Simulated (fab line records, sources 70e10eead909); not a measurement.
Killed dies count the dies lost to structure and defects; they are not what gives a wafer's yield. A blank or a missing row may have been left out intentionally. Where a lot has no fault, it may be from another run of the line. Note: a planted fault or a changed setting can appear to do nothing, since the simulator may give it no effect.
Chamber matching / flow nand harc / rie diel-10 running NHARC_A_BONDPAD_DESCUM_11: 4 sister chambers
The step chemistry O2, time 3 s. 36 wafers are shown with their chamber, then 12 later ones without.

WAFERS PAIRED WITH THEIR CHAMBERS
wafer=L074.1; chamber=1; drypump motor current A (A)=5.6; oes product au (a.u.)=1.012; rf vpp V (V)=56.3
wafer=L074.3; chamber=3; drypump motor current A (A)=5.4; oes product au (a.u.)=1.011; rf vpp V (V)=57.3
wafer=L074.6; chamber=0; drypump motor current A (A)=5.9; oes product au (a.u.)=0.995; rf vpp V (V)=56.9
wafer=L075.2; chamber=0; drypump motor current A (A)=6.0; oes product au (a.u.)=1.003; rf vpp V (V)=57.7
wafer=L075.3; chamber=2; drypump motor current A (A)=5.7; oes product au (a.u.)=1.010; rf vpp V (V)=57.9
wafer=L075.4; chamber=1; drypump motor current A (A)=5.6; oes product au (a.u.)=1.010; rf vpp V (V)=57.9
wafer=L077.1; chamber=2; drypump motor current A (A)=5.7; oes product au (a.u.)=1.009; rf vpp V (V)=56.9
wafer=L077.4; chamber=0; drypump motor current A (A)=6.0; oes product au (a.u.)=0.997; rf vpp V (V)=57.6
wafer=L077.5; chamber=1; drypump motor current A (A)=5.6; oes product au (a.u.)=1.009; rf vpp V (V)=57.3
wafer=L080.1; chamber=2; drypump motor current A (A)=5.7; oes product au (a.u.)=1.012; rf vpp V (V)=58.7
wafer=L080.2; chamber=0; drypump motor current A (A)=5.9; oes product au (a.u.)=1.003; rf vpp V (V)=58.2
wafer=L080.5; chamber=0; drypump motor current A (A)=6.0; oes product au (a.u.)=0.990; rf vpp V (V)=56.6
wafer=L081.1; chamber=2; drypump motor current A (A)=5.7; oes product au (a.u.)=0.999; rf vpp V (V)=57.6
wafer=L081.2; chamber=3; drypump motor current A (A)=5.4; oes product au (a.u.)=1.000; rf vpp V (V)=56.4
wafer=L081.5; chamber=0; drypump motor current A (A)=5.9; oes product au (a.u.)=0.983; rf vpp V (V)=57.4
wafer=L083.2; chamber=1; drypump motor current A (A)=5.6; oes product au (a.u.)=1.007; rf vpp V (V)=58.6
wafer=L083.3; chamber=0; drypump motor current A (A)=5.9; oes product au (a.u.)=0.984; rf vpp V (V)=57.0
wafer=L083.6; chamber=1; drypump motor current A (A)=5.6; oes product au (a.u.)=1.014; rf vpp V (V)=58.4
wafer=L084.1; chamber=1; drypump motor current A (A)=5.6; oes product au (a.u.)=1.001; rf vpp V (V)=57.9
wafer=L084.4; chamber=0; drypump motor current A (A)=6.0; oes product au (a.u.)=1.000; rf vpp V (V)=56.9
wafer=L084.5; chamber=1; drypump motor current A (A)=5.6; oes product au (a.u.)=1.004; rf vpp V (V)=58.3
wafer=L085.2; chamber=2; drypump motor current A (A)=5.7; oes product au (a.u.)=1.000; rf vpp V (V)=58.4
wafer=L085.5; chamber=3; drypump motor current A (A)=5.4; oes product au (a.u.)=0.993; rf vpp V (V)=58.4
wafer=L085.6; chamber=2; drypump motor current A (A)=5.7; oes product au (a.u.)=0.999; rf vpp V (V)=59.0
wafer=L086.2; chamber=0; drypump motor current A (A)=5.9; oes product au (a.u.)=0.982; rf vpp V (V)=58.4
wafer=L086.4; chamber=2; drypump motor current A (A)=5.7; oes product au (a.u.)=1.008; rf vpp V (V)=59.6
wafer=L086.5; chamber=3; drypump motor current A (A)=5.4; oes product au (a.u.)=1.003; rf vpp V (V)=57.4
wafer=L087.2; chamber=0; drypump motor current A (A)=5.9; oes product au (a.u.)=0.987; rf vpp V (V)=56.9
wafer=L087.3; chamber=2; drypump motor current A (A)=5.7; oes product au (a.u.)=0.995; rf vpp V (V)=57.2
wafer=L087.4; chamber=3; drypump motor current A (A)=5.4; oes product au (a.u.)=1.007; rf vpp V (V)=56.3
wafer=L088.3; chamber=3; drypump motor current A (A)=5.4; oes product au (a.u.)=0.985; rf vpp V (V)=58.4
wafer=L088.4; chamber=0; drypump motor current A (A)=5.9; oes product au (a.u.)=0.991; rf vpp V (V)=57.5
wafer=L088.6; chamber=0; drypump motor current A (A)=5.9; oes product au (a.u.)=0.991; rf vpp V (V)=56.2
wafer=L091.1; chamber=2; drypump motor current A (A)=5.7; oes product au (a.u.)=0.995; rf vpp V (V)=58.0
wafer=L091.3; chamber=0; drypump motor current A (A)=6.0; oes product au (a.u.)=0.988; rf vpp V (V)=56.7
wafer=L091.4; chamber=1; drypump motor current A (A)=5.6; oes product au (a.u.)=0.998; rf vpp V (V)=57.6

SIGNATURES (means of the wafers above)
reading=drypump motor current A; chamber 0=5.938; chamber 1=5.600; chamber 2=5.700; chamber 3=5.400; scatter within a chamber=0.031
reading=oes product au; chamber 0=0.99185; chamber 1=1.00687; chamber 2=1.00300; chamber 3=0.99983; scatter within a chamber=0.0072
reading=rf vpp V; chamber 0=57.231; chamber 1=57.788; chamber 2=58.144; chamber 3=57.367; scatter within a chamber=0.77
Rule: distance of a wafer from a chamber = root of the sum over the readings of ((wafer's reading minus chamber's mean) / reading's scatter) squared. If the next closest chamber is less than 2 further off than the closest, the wafer can't be placed; otherwise it belongs to the closest. The scatter: take each reading less its chamber's mean, square it, sum over the shown wafers, divide by the number of wafers less the number of chambers, and take the root.

WAFERS WHOSE CHAMBER IS MISSING
wafer=L095.1; drypump motor current A (A)=5.7; oes product au (a.u.)=1.013; rf vpp V (V)=58.3
wafer=L095.4; drypump motor current A (A)=5.9; oes product au (a.u.)=0.995; rf vpp V (V)=57.5
wafer=L095.5; drypump motor current A (A)=5.6; oes product au (a.u.)=1.001; rf vpp V (V)=56.8
wafer=L094.2; drypump motor current A (A)=5.7; oes product au (a.u.)=1.009; rf vpp V (V)=56.5
wafer=L094.5; drypump motor current A (A)=5.4; oes product au (a.u.)=0.989; rf vpp V (V)=56.2
wafer=L094.6; drypump motor current A (A)=5.9; oes product au (a.u.)=0.994; rf vpp V (V)=56.9
wafer=L096.1; drypump motor current A (A)=5.7; oes product au (a.u.)=1.004; rf vpp V (V)=58.1
wafer=L096.5; drypump motor current A (A)=5.4; oes product au (a.u.)=1.002; rf vpp V (V)=57.8
wafer=L096.6; drypump motor current A (A)=5.9; oes product au (a.u.)=0.990; rf vpp V (V)=56.6
wafer=L097.1; drypump motor current A (A)=5.7; oes product au (a.u.)=0.998; rf vpp V (V)=58.4
wafer=L097.2; drypump motor current A (A)=5.4; oes product au (a.u.)=0.996; rf vpp V (V)=57.2
wafer=L097.6; drypump motor current A (A)=5.7; oes product au (a.u.)=1.005; rf vpp V (V)=58.7

THE CHAMBER EACH PASSED THROUGH
wafer=L095.1; from the rows above=can't be placed: 2 or 1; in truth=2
wafer=L095.4; from the rows above=0; in truth=0
wafer=L095.5; from the rows above=1; in truth=1
wafer=L094.2; from the rows above=can't be placed: 2 or 1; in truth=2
wafer=L094.5; from the rows above=3; in truth=3
wafer=L094.6; from the rows above=0; in truth=0
wafer=L096.1; from the rows above=2; in truth=2
wafer=L096.5; from the rows above=3; in truth=3
wafer=L096.6; from the rows above=0; in truth=0
wafer=L097.1; from the rows above=2; in truth=2
wafer=L097.2; from the rows above=3; in truth=3
wafer=L097.6; from the rows above=2; in truth=2
Placed correctly: 10 of 12. Cannot be placed on the basis of these rows: 2; the candidates contain the true chamber in 2. 0 placed wrongly.
